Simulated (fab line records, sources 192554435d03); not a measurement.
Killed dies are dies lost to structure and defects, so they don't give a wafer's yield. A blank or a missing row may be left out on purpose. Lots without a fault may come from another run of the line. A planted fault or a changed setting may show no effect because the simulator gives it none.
Which tool did it? | flow n5_finfet | 11 lots, 29 wafers sampled, at 4 steps of a route of 1938

WHAT THE GAUGES READ, wafer by wafer
N5_BEOL_M15_CD_MEAS_17: target cd 360 nm. Usual: cd_nm 360.4 nm, standard deviation 2.2.
lot  | measured     | on        | cd_nm (nm)        | flag
L579 | day 12 01:50 | cd_sem-01 | 358.6 359.4 360.3 |
L582 | day 12 18:43 | cd_sem-01 | 360.0 363.1 357.8 |
L583 | day 12 23:07 | cd_sem-02 | 360.7 359.7 362.4 |
L585 | day 13 05:12 | cd_sem-03 | 360.7 357.7 358.7 |
L589 | day 14 17:24 | cd_sem-03 | 362.5 361.9 364.0 |
L594 | day 15 13:47 | cd_sem-01 | 362.5 359.7 360.4 |
L595 | day 15 15:54 | cd_sem-03 | 362.7 361.3 362.1 |
L597 | day 16 11:59 | cd_sem-03 | 358.6 362.0       |
L599 | day 16 14:58 | cd_sem-01 | 359.5             |
L598 | day 16 16:29 | cd_sem-01 | 360.7 361.7       |
L602 | day 18 01:47 | cd_sem-03 | 358.4 357.0 355.0 |

N5_BEOL_M15_CD_MEAS_28: target cd 407.6 nm. Usual: cd_nm 407.4 nm, standard deviation 1.6.
lot  | measured     | on        | cd_nm (nm)        | flag
L579 | day 12 02:49 | cd_sem-03 | 404.7 407.0 406.5 |
L582 | day 12 19:43 | cd_sem-03 | 408.7 409.6 408.7 |
L583 | day 12 23:59 | cd_sem-01 | 409.0 407.5 409.3 |
L585 | day 13 06:12 | cd_sem-02 | 407.6 409.2 407.5 |
L589 | day 14 18:28 | cd_sem-02 | 408.4 407.9 410.0 |
L594 | day 15 14:54 | cd_sem-01 | 409.5 407.7 406.9 |
L595 | day 15 16:58 | cd_sem-02 | 408.2 409.1 407.5 |
L597 | day 16 12:52 | cd_sem-01 | 393.0 394.6       | OFF
L599 | day 16 15:50 | cd_sem-01 | 396.8             | OFF
L598 | day 16 17:28 | cd_sem-02 | 400.2 398.2       | OFF
L602 | day 18 02:39 | cd_sem-03 | 409.5 407.6 409.4 |

WHICH TOOL RAN EACH LOT (tool, then ch and the chambers of the sampled wafers, then the start)
lot  | N5_BEOL_M15_ILD_DEP_00          | N5_BEOL_M15_EXPOSE_25
L579 | pecvd-04 ch 0,1,2, day 12 00:39 | krf_scanner-02 ch 0, day 12 02:38
L582 | pecvd-02 ch 0,1,2, day 12 17:35 | krf_scanner-01 ch 0, day 12 19:34
L583 | pecvd-02 ch 1,2, day 12 21:47   | krf_scanner-01 ch 0, day 12 23:50
L585 | pecvd-02 ch 0,1, day 13 04:04   | krf_scanner-02 ch 0, day 13 06:02
L589 | pecvd-04 ch 0,2, day 14 16:08   | krf_scanner-01 ch 0, day 14 18:18
L594 | pecvd-03 ch 0,1,2, day 15 12:45 | krf_scanner-01 ch 0, day 15 14:44
L595 | pecvd-02 ch 0,1, day 15 14:00   | krf_scanner-01 ch 0, day 15 16:47
L597 | pecvd-02 ch 0,1, day 16 10:00   | krf_scanner-01 ch 0, day 16 12:42
L599 | pecvd-04 ch 1, day 16 13:49     | krf_scanner-01 ch 0, day 16 15:40
L598 | pecvd-03 ch 0,2, day 16 14:59   | krf_scanner-01 ch 0, day 16 17:18
L602 | pecvd-04 ch 0,1, day 18 00:38   | krf_scanner-02 ch 0, day 18 02:29
- N5_BEOL_M15_ILD_DEP_00: deposits SiO2 from TEOS/O2, target thk 1629.3 nm, time 346.1 s.
- N5_BEOL_M15_EXPOSE_25: exposes mask M15, target cd 400 nm.

WHAT THE TOOLS THEMSELVES READ (means of the sampled wafers that have a number; where no wafer has one, the mark that the record gives instead)
N5_BEOL_M15_ILD_DEP_00. Usual: heater_power_w 488 W, standard deviation 79; showerhead_plenum_p_Torr 8.36 Torr, standard deviation 0.033; showerhead_vpp_V 1870 V, standard deviation 77; throttle_valve_pct 18.4 %, standard deviation 1.
lot  | tool     | heater_power_w (W) | showerhead_plenum_p_Torr (Torr) | showerhead_vpp_V (V) | throttle_valve_pct (%) | flag
L579 | pecvd-04 | 525                | 8.36                            | 1857                 | 18.0                   |
L582 | pecvd-02 | 402                | 8.34                            | 1868                 | 19.0                   |
L583 | pecvd-02 | 402                | 8.31                            | 1915                 | 18.9                   |
L585 | pecvd-02 | 494                | 8.36                            | 1813                 | 19.1                   |
L589 | pecvd-04 | 503                | 8.34                            | 1884                 | 17.3                   |
L594 | pecvd-03 | 543                | 8.37                            | 1916                 | 18.8                   |
L595 | pecvd-02 | 524                | 8.37                            | 1803                 | 19.1                   |
L597 | pecvd-02 | 540                | 8.36                            | 1857                 | 19.0                   |
L599 | pecvd-04 | 438                | 8.38                            | 1833                 | 19.5                   |
L598 | pecvd-03 | 517                | 8.38                            | 1948                 | 19.4                   |
L602 | pecvd-04 | 530                | 8.36                            | 1882                 | 18.4                   |

N5_BEOL_M15_EXPOSE_25. Usual: exposure_dose_mJ_cm2 35.46, standard deviation 0.034; stage_vel_mm_s 500.04 mm/s, standard deviation 0.25.
lot  | tool           | exposure_dose_mJ_cm2 | stage_vel_mm_s (mm/s) | flag
L579 | krf_scanner-02 | 35.48                | 500.28                |
L582 | krf_scanner-01 | 35.47                | 500.15                |
L583 | krf_scanner-01 | 35.43                | 500.19                |
L585 | krf_scanner-02 | 35.47                | 500.40                |
L589 | krf_scanner-01 | 35.47                | 499.82                |
L594 | krf_scanner-01 | 35.43                | 500.06                |
L595 | krf_scanner-01 | 35.47                | 500.14                |
L597 | krf_scanner-01 | 32.78                | 499.71                | OFF
L599 | krf_scanner-01 | 33.34                | 499.82                | OFF
L598 | krf_scanner-01 | 33.78                | 499.95                | OFF
L602 | krf_scanner-02 | 35.46                | 499.99                |

THE ANSWER, worked out from the rows above alone
Rule: a lot is off if the mean of its wafers that have a number lies more than 3 standard deviations from the usual mean. A lot without any number at a reading at which 4 lots or more have one is off too. The other lots that the step has rows for count as sound. The gauges are gone through in route order, then the tools' own readings, and for those a lot's mean is taken as printed above. The first step at which some lot is off is used, and at that step the reading that is off furthest; a lot without a number counts as furthest.
Off: L597, L599, L598, at N5_BEOL_M15_CD_MEAS_28 (cd_nm).
A tool fits if, at a process step before that reading, it ran every lot that is off, and no sound lot after the first of them. The gauges at N5_BEOL_M15_CD_MEAS_28 aren't tried: what is off there is off at N5_BEOL_M15_EXPOSE_25 too, on other tools, and a gauge's error can't cause that. One fits: krf_scanner-01 at N5_BEOL_M15_EXPOSE_25. Its last sound lot is L595 (day 15 16:47), its first lot that is off L597 (day 16 12:42): a fault that began between those two fits.
The tool's own readings at N5_BEOL_M15_EXPOSE_25 bear it out: on the lots that are off they differ by more than 5 times the standard deviation of the sound lots' means. exposure_dose_mJ_cm2 reads 33.30 there against 35.46 on the sound lots.

WHAT THE SIMULATOR HAD PUT IN
Process parameter drift: krf_scanner-01, from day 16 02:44 on, at N5_BEOL_M15_EXPOSE_25. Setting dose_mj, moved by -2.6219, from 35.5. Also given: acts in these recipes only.
Lots struck among those shown: L597, L599, L598. The rule above found the same.
